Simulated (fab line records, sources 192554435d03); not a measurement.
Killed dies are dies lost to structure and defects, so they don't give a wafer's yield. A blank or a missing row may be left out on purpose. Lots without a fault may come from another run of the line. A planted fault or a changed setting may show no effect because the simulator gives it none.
Chamber matching | flow n5_finfet | N5_HKMG_FIN_ALD_74 on ald_hk-02: 4 sister chambers
The step deposits La2O3, target thk 0.5 nm, pulse time 6 s, co reactant pulse time 1 s. 22 wafers are shown with their chamber, then 11 later ones without.

WAFERS WITH THEIR CHAMBER
wafer  | chamber | heater_power_w (W) | precursor_pulse_height_rel
L074.3 | 0       | 353                | 0.998
L074.4 | 1       | 330                | 0.988
L074.5 | 2       | 264                | 0.984
L076.2 | 0       | 344                | 1.006
L076.5 | 3       | 332                | 1.029
L076.6 | 0       | 355                | 0.987
L079.2 | 1       | 330                | 1.023
L079.3 | 3       | 330                | 1.004
L079.4 | 0       | 346                | 1.022
L082.1 | 1       | 326                | 1.040
L082.3 | 3       | 330                | 1.005
L082.6 | 2       | 262                | 0.990
L085.2 | 1       | 338                | 1.017
L085.3 | 2       | 261                | 0.986
L085.6 | 3       | 333                | 0.991
L088.1 | 1       | 319                | 0.998
L088.5 | 2       | 259                | 0.955
L088.6 | 1       | 331                | 1.021
L089.1 | 1       | 325                | 1.003
L089.2 | 0       | 345                | 0.999
L089.5 | 3       | 335                | 0.987
L090.2 | 1       | 336                | 0.970

SIGNATURES (means of the wafers above)
reading                    | chamber 0 | chamber 1 | chamber 2 | chamber 3 | scatter within a chamber
heater_power_w             | 348.60    | 329.38    | 261.50    | 332.00    | 4.67
precursor_pulse_height_rel | 1.00240   | 1.00750   | 0.97875   | 1.00320   | 0.0182
Rule: a wafer's distance from a chamber is the root of the sum, over the readings, of the square of ((its reading less the chamber's mean) divided by the reading's scatter). The wafer belongs to the nearest chamber; if the next one is less than 2 further off, it can't be placed. The scatter: the root of (the sum of the squares of (reading less its chamber's mean) over the shown wafers, divided by (wafers less chambers)).

WAFERS WITHOUT THEIR CHAMBER
wafer  | heater_power_w (W) | precursor_pulse_height_rel
L090.3 | 348                | 0.997
L090.6 | 270                | 1.038
L091.3 | 332                | 0.999
L091.4 | 325                | 1.007
L091.6 | 329                | 1.053
L092.3 | 344                | 0.982
L092.5 | 334                | 0.971
L092.6 | 266                | 0.997
L095.1 | 322                | 0.999
L095.3 | 259                | 1.011
L095.6 | 261                | 0.987

WHICH CHAMBER EACH WENT THROUGH
wafer  | from the rows above          | in truth
L090.3 | 0                            | 0
L090.6 | 2                            | 2
L091.3 | can't be placed: 3 or 1      | 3
L091.4 | can't be placed: 1 or 3      | 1
L091.6 | can't be placed: 1 or 3      | 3
L092.3 | can't be placed: 0 or 3 or 1 | 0
L092.5 | can't be placed: 3 or 1 or 0 | 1
L092.6 | 2                            | 2
L095.1 | can't be placed: 1 or 3      | 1
L095.3 | 2                            | 2
L095.6 | 2                            | 2
Placed correctly: 5 of 11. Can't be placed from these rows: 6 (the true chamber is among the candidates in 6). Placed wrongly: 0.
